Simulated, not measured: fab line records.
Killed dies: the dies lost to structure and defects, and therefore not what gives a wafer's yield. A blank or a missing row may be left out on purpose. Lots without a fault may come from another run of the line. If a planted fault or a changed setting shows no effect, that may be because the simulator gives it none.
A lot that was struck, set against a sound lot :: flow nand harc :: 16 steps out of a route of 1302
Sound: wafers L909.2, L909.4, L909.6. Wafers L921.2, L921.4, L921.6 were the ones struck. Last of all comes the cause.
Per side, at each step with rows, come the tool, then ch with its chambers, and then its first start. Under that, the readings that differ: sound wafers :: struck wafers :: difference of the means :: sigmas: that difference in standard deviations of wafers without a fault.
alike: same words and numbers on both sides, and readings whose means sit less than 2 such deviations apart. not compared: any withheld reading, any reading some wafer has no value for, any bound like >300 that may hide the same value, and any number with overlapping values for which the record gives no deviation.
Wherever a step has rows on one side only, a row that says differs or no value, or a row with sigmas, the two part there. Numbers that have no deviation but don't overlap get no sigmas and don't part them. A reading missing from all wafers of one side parts the sides only when that side holds two or more wafers.

NHARC_A_STAIRCASE_CMP_472: polishes SiO2.
  sound on cmp-02 ch 0,1,3, day 20 11:55; struck on cmp-01 ch 1,2, day 25 12:16
  alike: motor current A
following that, these wafers have no rows for 1 step: NHARC_A_STAIRCASE_SRD_474.
NHARC_A_STAIRCASE_INSPECT_155:
  struck on defect inspect-02, day 25 12:37; sound on defect inspect-02, day 20 12:13
  alike: raw defect count
NHARC_A_SGD_CUT_DEP_00: deposits SiNx, target thk 50 nm.
  sound on pecvd-02 ch 1,2, day 20 12:19; struck on pecvd-04 ch 0,1, day 25 12:40
  alike: heater power outer w, heater power w
then, 7 steps without rows for these wafers: NHARC_A_SGD_CUT_DEHYDRATE_01 (time 120 s); NHARC_A_SGD_CUT_HMDS_02 (time 30 s); NHARC_A_SGD_CUT_COAT_56 (time 75 s); NHARC_A_SGD_CUT_COAT_57 (time 65 s); NHARC_A_SGD_CUT_COAT_03 (resist thk 90 nm); NHARC_A_SGD_CUT_SOFTBAKE_04 (time 55 s); NHARC_A_SGD_CUT_EBR_05.
NHARC_A_SGD_CUT_EXPOSE_06: exposes mask SGD.
  sound on arfi scanner-01 ch 0, day 20 12:44; struck on arfi scanner-01 ch 0, day 25 13:16
reading: exposure dose mJ cm2
sound: 87.1 87.1 87.1
struck: 63.8 63.9 63.7
difference: -23.3
sigmas: -32
  alike: mask
then, 2 steps without rows for these wafers: NHARC_A_SGD_CUT_PEB_07 (peb time 65 s); NHARC_A_SGD_CUT_DEVELOP_08 (develop time 35 s).
NHARC_A_SGD_CUT_CD_MEAS_09 targets a cd of 100 nm.
  sound on cd sem-02 ch 0, day 20 12:53; struck on cd sem-03 ch 0, day 25 13:24
reading: cd nm (nm)
sound: 99.8 99.5 99.6
struck: 81.4 81.1 81.0
difference: -18.5
sigmas: -32
NHARC_A_SGD_CUT_OVL_MEAS_10:
  struck on overlay-02, day 25 13:29; sound on overlay-02, day 20 12:58
  alike: overlay x nm, overlay y nm

== WHERE THEY PART ==
Last at NHARC_A_SGD_CUT_CD_MEAS_09 as far as this record goes, first at NHARC_A_SGD_CUT_EXPOSE_06. Later steps at which nothing parts them and some readings are alike: NHARC_A_SGD_CUT_OVL_MEAS_10.

WHY: what had been put in by the simulator
Process parameter drift: arfi scanner-01, from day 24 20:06 on, at NHARC_A_SGD_CUT_EXPOSE_06. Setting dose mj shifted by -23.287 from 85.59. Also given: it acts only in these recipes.
